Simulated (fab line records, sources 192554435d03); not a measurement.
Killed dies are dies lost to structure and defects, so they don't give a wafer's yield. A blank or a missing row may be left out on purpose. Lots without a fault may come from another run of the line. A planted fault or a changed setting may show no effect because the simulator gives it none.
Which tool did it? | flow n5_finfet | 24 lots, 72 wafers sampled, at 5 steps of a route of 1938

WHAT THE GAUGES READ, wafer by wafer
N5_BEOL_M10_INSPECT_30: inspects for defects (brightfield). Usual: raw_defect_count 396, standard deviation 93.
lot  | measured     | on                | raw_defect_count | flag
L074 | day 9 22:54  | defect_inspect-01 | 558 454 578      |
L075 | day 10 01:00 | defect_inspect-01 | 287 220 335      |
L077 | day 10 16:26 | defect_inspect-01 | 342 489 388      |
L076 | day 10 19:37 | defect_inspect-02 | 367 318 423      |
L079 | day 10 21:53 | defect_inspect-01 | 431 501 460      |
L078 | day 11 04:43 | defect_inspect-02 | 291 418 424      |
L080 | day 11 18:48 | defect_inspect-02 | 360 404 497      |
L083 | day 11 23:05 | defect_inspect-01 | 448 454 449      |
L081 | day 11 23:17 | defect_inspect-02 | 288 464 448      |
L082 | day 12 06:19 | defect_inspect-01 | 494 435 344      |
L084 | day 12 18:47 | defect_inspect-02 | 359 507 400      |
L085 | day 13 02:55 | defect_inspect-01 | 249 272 361      |
L086 | day 13 17:21 | defect_inspect-01 | 330 417 401      |
L089 | day 13 22:41 | defect_inspect-01 | 358 460 541      |
L087 | day 13 22:44 | defect_inspect-02 | 571 556 471      |
L088 | day 14 00:23 | defect_inspect-02 | 443 331 486      |
L090 | day 14 16:15 | defect_inspect-02 | 417 461 395      |
L091 | day 14 22:47 | defect_inspect-01 | 349 445 377      |
L094 | day 15 08:25 | defect_inspect-02 | 622 389 562      |
L093 | day 15 11:27 | defect_inspect-02 | 310 402 301      |
L095 | day 15 14:43 | defect_inspect-01 | 373 315 327      |
L092 | day 16 00:44 | defect_inspect-01 | 312 339 422      |
L096 | day 16 05:49 | defect_inspect-01 | 556 603 317      |
L097 | day 17 03:44 | defect_inspect-02 | 285 395 239      |

N5_BEOL_M11_CD_MEAS_11: target cd 64.1 nm. Usual: cd_nm 64.1 nm, standard deviation 0.78.
lot  | measured     | on        | cd_nm (nm)     | flag
L074 | day 10 05:04 | cd_sem-03 | 64.2 64.6 63.7 |
L075 | day 10 09:50 | cd_sem-03 | 64.4 64.2 64.3 |
L077 | day 10 21:36 | cd_sem-01 | 63.3 64.3 64.7 |
L076 | day 11 00:42 | cd_sem-01 | 64.1 64.0 63.9 |
L079 | day 11 02:38 | cd_sem-03 | 63.4 63.7 64.4 |
L078 | day 11 10:13 | cd_sem-02 | 64.0 63.7 63.9 |
L080 | day 11 23:35 | cd_sem-01 | 64.0 63.2 62.4 |
L083 | day 12 05:57 | cd_sem-02 | 65.4 64.4 64.1 |
L081 | day 12 06:16 | cd_sem-02 | 64.5 64.5 64.2 |
L082 | day 12 13:27 | cd_sem-02 | 63.6 63.1 62.9 |
L084 | day 13 00:39 | cd_sem-01 | 63.4 64.0 64.5 |
L085 | day 13 07:44 | cd_sem-03 | 64.4 64.6 65.0 |
L086 | day 14 00:53 | cd_sem-02 | 65.2 64.8 65.0 |
L089 | day 14 03:40 | cd_sem-03 | 64.9 64.4 64.2 |
L087 | day 14 03:58 | cd_sem-03 | 64.5 64.7 65.6 |
L088 | day 14 06:31 | cd_sem-03 | 63.0 63.3 64.6 |
L090 | day 14 20:59 | cd_sem-03 | 64.3 63.9 63.6 |
L091 | day 15 06:35 | cd_sem-02 | 64.7 65.5 64.7 |
L094 | day 15 13:19 | cd_sem-02 | 62.6 62.0 63.3 |
L093 | day 15 19:05 | cd_sem-01 | 63.9 63.6 64.8 |
L095 | day 15 23:34 | cd_sem-01 | 64.9 64.1 64.8 |
L092 | day 16 08:35 | cd_sem-01 | 63.9 65.0 64.7 |
L096 | day 16 12:04 | cd_sem-01 | 64.9 64.2 64.7 |
L097 | day 17 10:24 | cd_sem-03 | 64.5 63.2 62.6 |

WHICH TOOL RAN EACH LOT (tool, then ch and the chambers of the sampled wafers, then the start)
lot  | N5_BEOL_M10_ETCH_66                | N5_BEOL_M10_SURFACE_TREAT_76 | N5_BEOL_M10_DEP_56
L074 | rie_diel-01 ch 0,2,3, day 9 23:20  | pvd_sputter-02, day 10 01:02 | pecvd-04 ch 0,1,2, day 10 02:41
L075 | rie_diel-02 ch 1,2, day 10 01:17   | pvd_sputter-03, day 10 04:15 | pecvd-03 ch 0,1, day 10 05:29
L077 | rie_diel-05 ch 0,1,3, day 10 16:51 | pvd_sputter-02, day 10 18:15 | pecvd-01 ch 0,1,2, day 10 19:55
L076 | rie_diel-05 ch 1,3, day 10 19:44   | pvd_sputter-01, day 10 21:08 | pecvd-01 ch 0,1, day 10 22:19
L079 | rie_diel-02 ch 0,1,2, day 10 22:15 | pvd_sputter-01, day 10 23:48 | pecvd-03 ch 0,1,2, day 11 01:02
L078 | rie_diel-02 ch 1,2,3, day 11 05:16 | pvd_sputter-01, day 11 06:57 | pecvd-01 ch 0,2, day 11 08:01
L080 | rie_diel-01 ch 1,2, day 11 18:57   | pvd_sputter-01, day 11 20:38 | pecvd-01 ch 0,2, day 11 21:53
L083 | rie_diel-01 ch 0,1,3, day 11 23:20 | pvd_sputter-02, day 12 00:44 | pecvd-03 ch 1,2, day 12 02:04
L081 | rie_diel-05 ch 0,2, day 11 23:24   | pvd_sputter-02, day 12 00:57 | pecvd-03 ch 0,1,2, day 12 02:23
L082 | rie_diel-01 ch 0,1,2, day 12 06:26 | pvd_sputter-01, day 12 08:05 | pecvd-01 ch 0,1,2, day 12 10:29
L084 | rie_diel-05 ch 0,1, day 12 19:02   | pvd_sputter-03, day 12 20:29 | pecvd-01 ch 0,1, day 12 21:46
L085 | rie_diel-02 ch 1,2,3, day 13 03:02 | pvd_sputter-03, day 13 04:26 | pecvd-04 ch 0,1,2, day 13 05:37
L086 | rie_diel-01 ch 0,3, day 13 17:28   | pvd_sputter-03, day 13 19:11 | pecvd-04 ch 0,1,2, day 13 20:32
L089 | rie_diel-01 ch 1,2, day 13 22:49   | pvd_sputter-03, day 14 00:11 | pecvd-03 ch 0,1,2, day 14 01:14
L087 | rie_diel-02 ch 0,1,2, day 13 23:01 | pvd_sputter-01, day 14 00:31 | pecvd-04 ch 1,2, day 14 01:35
L088 | rie_diel-05 ch 1,2, day 14 00:30   | pvd_sputter-03, day 14 03:32 | pecvd-01 ch 0,1, day 14 04:37
L090 | rie_diel-01 ch 0,2,3, day 14 16:22 | pvd_sputter-01, day 14 17:45 | pecvd-01 ch 0,1,2, day 14 18:55
L091 | rie_diel-05 ch 2,3, day 14 23:08   | pvd_sputter-01, day 15 00:43 | pecvd-03 ch 0,1,2, day 15 02:24
L094 | rie_diel-02 ch 0,2,3, day 15 08:35 | pvd_sputter-01, day 15 09:58 | pecvd-04 ch 0,1,2, day 15 11:07
L093 | rie_diel-05 ch 1,2,3, day 15 11:37 | pvd_sputter-02, day 15 13:28 | pecvd-03 ch 0,2, day 15 15:55
L095 | rie_diel-05 ch 0,1,3, day 15 15:25 | pvd_sputter-01, day 15 18:56 | pecvd-01 ch 0,2, day 15 20:01
L092 | rie_diel-01 ch 0,1,2, day 16 00:53 | pvd_sputter-03, day 16 04:30 | pecvd-03 ch 0,1,2, day 16 05:43
L096 | rie_diel-02 ch 0,2, day 16 05:56   | pvd_sputter-03, day 16 08:19 | pecvd-01 ch 1,2, day 16 09:25
L097 | rie_diel-02 ch 1,2,3, day 17 03:53 | pvd_sputter-03, day 17 05:37 | pecvd-01 ch 0,1,2, day 17 06:47
- N5_BEOL_M10_ETCH_66: etches SOC in N2/H2, target depth 120 nm, overetch 24 nm, time 180 s.
- N5_BEOL_M10_SURFACE_TREAT_76
- N5_BEOL_M10_DEP_56: deposits SiCN from 3MS/NH3, target thk 15 nm, time 26.5 s.

WHAT THE TOOLS THEMSELVES READ (means of the sampled wafers that have a number; where no wafer has one, the mark that the record gives instead)
N5_BEOL_M10_ETCH_66. Usual: drypump_motor_current_A 5.4 A, standard deviation 0.43; oes_product_au 0.64 a.u., standard deviation 0.05; rf_vpp_V 525.2 V, standard deviation 2.2; showerhead_plenum_p_Torr 2.59 Torr, standard deviation 0.074; throttle_valve_pct 17.87 %, standard deviation 0.3.
lot  | tool        | drypump_motor_current_A (A) | oes_product_au (a.u.) | rf_vpp_V (V) | showerhead_plenum_p_Torr (Torr) | throttle_valve_pct (%) | flag
L074 | rie_diel-01 | 5.7                         | 0.69                  | 525.9        | 2.61                            | 17.81                  |
L075 | rie_diel-02 | 5.5                         | 0.65                  | 527.2        | 2.68                            | 17.76                  |
L077 | rie_diel-05 | 5.4                         | 0.65                  | 524.8        | 2.55                            | 17.78                  |
L076 | rie_diel-05 | 5.3                         | 0.64                  | 524.7        | 2.60                            | 17.89                  |
L079 | rie_diel-02 | 5.4                         | 0.64                  | 526.9        | 2.63                            | 17.79                  |
L078 | rie_diel-02 | 5.5                         | 0.63                  | 526.5        | 2.63                            | 17.82                  |
L080 | rie_diel-01 | 5.4                         | 0.64                  | 526.0        | 2.61                            | 17.79                  |
L083 | rie_diel-01 | 5.8                         | 0.68                  | 527.1        | 2.65                            | 18.03                  |
L081 | rie_diel-05 | 5.2                         | 0.73                  | 523.7        | 2.56                            | 17.70                  |
L082 | rie_diel-01 | 5.7                         | 0.68                  | 527.0        | 2.66                            | 17.84                  |
L084 | rie_diel-05 | 5.5                         | 0.61                  | 525.4        | 2.55                            | 17.50                  |
L085 | rie_diel-02 | 5.5                         | 0.62                  | 526.6        | 2.62                            | 17.84                  |
L086 | rie_diel-01 | 5.9                         | 0.68                  | 527.2        | 2.65                            | 17.90                  |
L089 | rie_diel-01 | 5.5                         | 0.64                  | 526.0        | 2.65                            | 18.02                  |
L087 | rie_diel-02 | 5.4                         | 0.62                  | 525.8        | 2.62                            | 17.83                  |
L088 | rie_diel-05 | 5.5                         | 0.63                  | 525.7        | 2.61                            | 17.41                  |
L090 | rie_diel-01 | 5.7                         | 0.64                  | 525.5        | 2.60                            | 17.88                  |
L091 | rie_diel-05 | 5.1                         | 0.68                  | 525.6        | 2.60                            | 17.86                  |
L094 | rie_diel-02 | 5.5                         | 0.60                  | 524.2        | 2.57                            | 17.89                  |
L093 | rie_diel-05 | 5.3                         | 0.64                  | 524.5        | 2.60                            | 17.74                  |
L095 | rie_diel-05 | 5.4                         | 0.62                  | 523.6        | 2.54                            | 17.85                  |
L092 | rie_diel-01 | 5.7                         | 0.65                  | 526.9        | 2.65                            | 17.88                  |
L096 | rie_diel-02 | 5.4                         | 0.60                  | 523.9        | 2.56                            | 17.88                  |
L097 | rie_diel-02 | 5.5                         | 0.60                  | 525.5        | 2.61                            | 17.91                  |

N5_BEOL_M10_SURFACE_TREAT_76. Usual: ar_flow_sccm 30.00 sccm, standard deviation 0.089.
lot  | tool           | ar_flow_sccm (sccm) | flag
L074 | pvd_sputter-02 | 29.98               |
L075 | pvd_sputter-03 | 29.96               |
L077 | pvd_sputter-02 | 29.87               |
L076 | pvd_sputter-01 | 30.04               |
L079 | pvd_sputter-01 | 30.08               |
L078 | pvd_sputter-01 | 30.12               |
L080 | pvd_sputter-01 | 30.02               |
L083 | pvd_sputter-02 | 30.09               |
L081 | pvd_sputter-02 | 30.08               |
L082 | pvd_sputter-01 | 30.02               |
L084 | pvd_sputter-03 | 30.01               |
L085 | pvd_sputter-03 | 29.89               |
L086 | pvd_sputter-03 | 30.01               |
L089 | pvd_sputter-03 | 29.99               |
L087 | pvd_sputter-01 | 29.95               |
L088 | pvd_sputter-03 | 30.00               |
L090 | pvd_sputter-01 | 29.94               |
L091 | pvd_sputter-01 | 29.90               |
L094 | pvd_sputter-01 | 29.97               |
L093 | pvd_sputter-02 | 29.99               |
L095 | pvd_sputter-01 | 29.99               |
L092 | pvd_sputter-03 | 30.05               |
L096 | pvd_sputter-03 | 29.96               |
L097 | pvd_sputter-03 | 29.96               |

N5_BEOL_M10_DEP_56. Usual: showerhead_plenum_p_Torr 3.671 Torr, standard deviation 0.014; throttle_valve_pct 8.9 %, standard deviation 0.31.
lot  | tool     | showerhead_plenum_p_Torr (Torr) | throttle_valve_pct (%) | flag
L074 | pecvd-04 | 3.688                           | 9.0                    |
L075 | pecvd-03 | 3.665                           | 9.3                    |
L077 | pecvd-01 | 3.673                           | 8.6                    |
L076 | pecvd-01 | 3.667                           | 8.8                    |
L079 | pecvd-03 | 3.663                           | 9.0                    |
L078 | pecvd-01 | 3.681                           | 8.7                    |
L080 | pecvd-01 | 3.676                           | 8.6                    |
L083 | pecvd-03 | 3.665                           | 8.9                    |
L081 | pecvd-03 | 3.660                           | 9.1                    |
L082 | pecvd-01 | 3.666                           | 8.6                    |
L084 | pecvd-01 | 3.676                           | 8.8                    |
L085 | pecvd-04 | 3.682                           | 9.0                    |
L086 | pecvd-04 | 3.684                           | 8.8                    |
L089 | pecvd-03 | 3.669                           | 9.2                    |
L087 | pecvd-04 | 3.690                           | 9.0                    |
L088 | pecvd-01 | 3.674                           | 8.9                    |
L090 | pecvd-01 | 3.673                           | 8.6                    |
L091 | pecvd-03 | 3.661                           | 9.1                    |
L094 | pecvd-04 | 3.686                           | 9.0                    |
L093 | pecvd-03 | 3.658                           | 9.0                    |
L095 | pecvd-01 | 3.673                           | 8.7                    |
L092 | pecvd-03 | 3.665                           | 9.1                    |
L096 | pecvd-01 | 3.663                           | 8.7                    |
L097 | pecvd-01 | 3.673                           | 8.7                    |

THE ANSWER, worked out from the rows above alone
Rule: a lot is off if the mean of its wafers that have a number lies more than 3 standard deviations from the usual mean. A lot without any number at a reading at which 4 lots or more have one is off too. The other lots that the step has rows for count as sound. The gauges are gone through in route order, then the tools' own readings, and for those a lot's mean is taken as printed above. The first step at which some lot is off is used, and at that step the reading that is off furthest; a lot without a number counts as furthest.
No lot is off at any reading shown: from this, nothing can be told.

WHAT THE SIMULATOR HAD PUT IN
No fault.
